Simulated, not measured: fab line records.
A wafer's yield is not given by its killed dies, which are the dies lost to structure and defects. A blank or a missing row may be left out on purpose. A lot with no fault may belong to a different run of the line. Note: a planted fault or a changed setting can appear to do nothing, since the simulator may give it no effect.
Matching of chambers | flow n5Finfet | 4 sister chambers for N5_SDB_STRIP_21 on rieDiel-06
The step strips in CF4. 8 wafers are shown with their chamber, then 8 later ones without.

EACH WAFER AND ITS CHAMBER
wafer  | chamber | showerheadPlenumPTorr (Torr) | oesProductAu (a.u.)
L080.3 | 3       | 1.82                         | 0.82
L082.1 | 1       | 1.86                         | 0.76
L082.4 | 0       | 1.75                         | 0.80
L082.6 | 0       | 1.75                         | 0.80
L084.3 | 1       | 1.86                         | 0.75
L084.5 | 2       | 1.73                         | 0.73
L084.6 | 3       | 1.81                         | 0.82
L091.4 | 2       | 1.72                         | 0.73

WAFERS WHOSE CHAMBER IS MISSING
wafer  | showerheadPlenumPTorr (Torr) | oesProductAu (a.u.)
L091.5 | 1.86                         | 0.74
L091.6 | 1.81                         | 0.79
L092.1 | 1.74                         | 0.78
L092.4 | 1.72                         | 0.72
L092.6 | 1.86                         | 0.74
L097.1 | 1.72                         | 0.71
L097.4 | 1.81                         | 0.78
L097.5 | 1.85                         | 0.74

THE CHAMBER EACH PASSED THROUGH
wafer  | from the rows above          | in truth
L091.5 | 1                            | 1
L091.6 | 3                            | 3
L092.1 | 0                            | 0
L092.4 | 2                            | 2
L092.6 | 1                            | 1
L097.1 | 2                            | 2
L097.4 | can't be placed: 3 or 1 or 0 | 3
L097.5 | 1                            | 1
Correct placement for 7 of the 8. Can't be placed from these rows: 1 (the true chamber is among the candidates in 1). Wrongly placed: 0.
How it was worked out, from the rows above alone: a wafer's distance from a chamber is the root of the sum, over the readings, of the square of ((its reading less the chamber's mean) divided by the reading's scatter). If the next closest chamber is less than 2 further off than the closest, the wafer can't be placed; otherwise it belongs to the closest. For every chamber, the mean is computed from those of its wafers that are shown. The scatter is the square root of a quotient: the sum, over the shown wafers, of each reading's squared deviation from its chamber's mean, divided by wafers minus chambers.
